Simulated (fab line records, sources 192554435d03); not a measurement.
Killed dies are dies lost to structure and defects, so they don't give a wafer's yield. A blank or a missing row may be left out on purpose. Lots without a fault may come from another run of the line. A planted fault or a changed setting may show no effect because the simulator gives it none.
Chamber matching | flow n5_finfet | N5_BEOL_M8_STRIP_36 on rie_diel-05: 4 sister chambers
The step strips in N2/H2. 7 wafers are shown with their chamber, then 8 later ones without.

WAFERS WITH THEIR CHAMBER
wafer  | chamber | showerhead_plenum_p_Torr (Torr) | oes_product_au (a.u.)
L077.2 | 1       | 2.40                            | 0.70
L080.4 | 2       | 2.71                            | 0.87
L084.3 | 2       | 2.71                            | 0.86
L089.3 | 0       | 2.66                            | 0.77
L089.4 | 1       | 2.39                            | 0.67
L089.6 | 0       | 2.66                            | 0.76
L090.2 | 3       | 2.49                            | 1.00

WAFERS WITHOUT THEIR CHAMBER
wafer  | showerhead_plenum_p_Torr (Torr) | oes_product_au (a.u.)
L090.4 | 2.66                            | 0.76
L090.6 | 2.49                            | 1.01
L091.1 | 2.49                            | 0.98
L091.3 | 2.49                            | 0.96
L091.6 | 2.49                            | 0.97
L096.1 | 2.65                            | 0.75
L096.2 | 2.70                            | 0.81
L096.3 | 2.71                            | 0.95

WHICH CHAMBER EACH WENT THROUGH
wafer  | from the rows above | in truth
L090.4 | 0                   | 0
L090.6 | 3                   | 3
L091.1 | 3                   | 3
L091.3 | 3                   | 3
L091.6 | 3                   | 3
L096.1 | 0                   | 0
L096.2 | 2                   | 2
L096.3 | 2                   | 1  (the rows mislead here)
Placed correctly: 7 of 8. Can't be placed from these rows: 0. Placed wrongly: 1.
How it was worked out, from the rows above alone: a wafer's distance from a chamber is the root of the sum, over the readings, of the square of ((its reading less the chamber's mean) divided by the reading's scatter). The wafer belongs to the nearest chamber; if the next one is less than 2 further off, it can't be placed. A chamber's mean is the mean of its shown wafers. The scatter: the root of (the sum of the squares of (reading less its chamber's mean) over the shown wafers, divided by (wafers less chambers)).
